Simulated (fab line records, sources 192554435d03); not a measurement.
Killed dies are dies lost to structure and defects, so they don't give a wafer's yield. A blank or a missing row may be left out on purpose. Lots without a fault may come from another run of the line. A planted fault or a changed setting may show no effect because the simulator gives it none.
Chamber matching | flow n5_finfet | N5_BEOL_M6_STRIP_67 on rie_diel-03: 4 sister chambers
The step strips in CF4. 8 wafers are shown with their chamber, then 9 later ones without.

WAFERS WITH THEIR CHAMBER
wafer  | chamber | drypump_motor_current_A (A) | throttle_valve_pct (%)
L085.1 | 1       | 5.84                        | 13.38
L085.2 | 3       | 5.42                        | 13.52
L090.1 | 0       | 5.81                        | 12.98
L090.2 | 1       | 5.85                        | 13.38
L090.4 | 2       | 4.93                        | 13.50
L089.2 | 0       | 5.82                        | 12.99
L089.4 | 3       | 5.44                        | 13.54
L089.5 | 2       | 4.90                        | 13.52

WAFERS WITHOUT THEIR CHAMBER
wafer  | drypump_motor_current_A (A) | throttle_valve_pct (%)
L091.2 | 5.83                        | 13.43
L091.4 | 4.96                        | 13.53
L091.5 | 5.83                        | 13.42
L093.1 | 4.93                        | 13.56
L093.2 | 5.85                        | 13.05
L093.4 | 5.42                        | 13.59
L096.2 | 5.82                        | 13.05
L096.3 | 5.42                        | 13.59
L096.5 | 5.44                        | 13.58

WHICH CHAMBER EACH WENT THROUGH
wafer  | from the rows above | in truth
L091.2 | 1                   | 1
L091.4 | 2                   | 2
L091.5 | 1                   | 1
L093.1 | 2                   | 2
L093.2 | 0                   | 0
L093.4 | 3                   | 3
L096.2 | 0                   | 0
L096.3 | 3                   | 3
L096.5 | 3                   | 3
Placed correctly: 9 of 9. Can't be placed from these rows: 0. Placed wrongly: 0.
How it was worked out, from the rows above alone: a wafer's distance from a chamber is the root of the sum, over the readings, of the square of ((its reading less the chamber's mean) divided by the reading's scatter). The wafer belongs to the nearest chamber; if the next one is less than 2 further off, it can't be placed. A chamber's mean is the mean of its shown wafers. The scatter: the root of (the sum of the squares of (reading less its chamber's mean) over the shown wafers, divided by (wafers less chambers)).
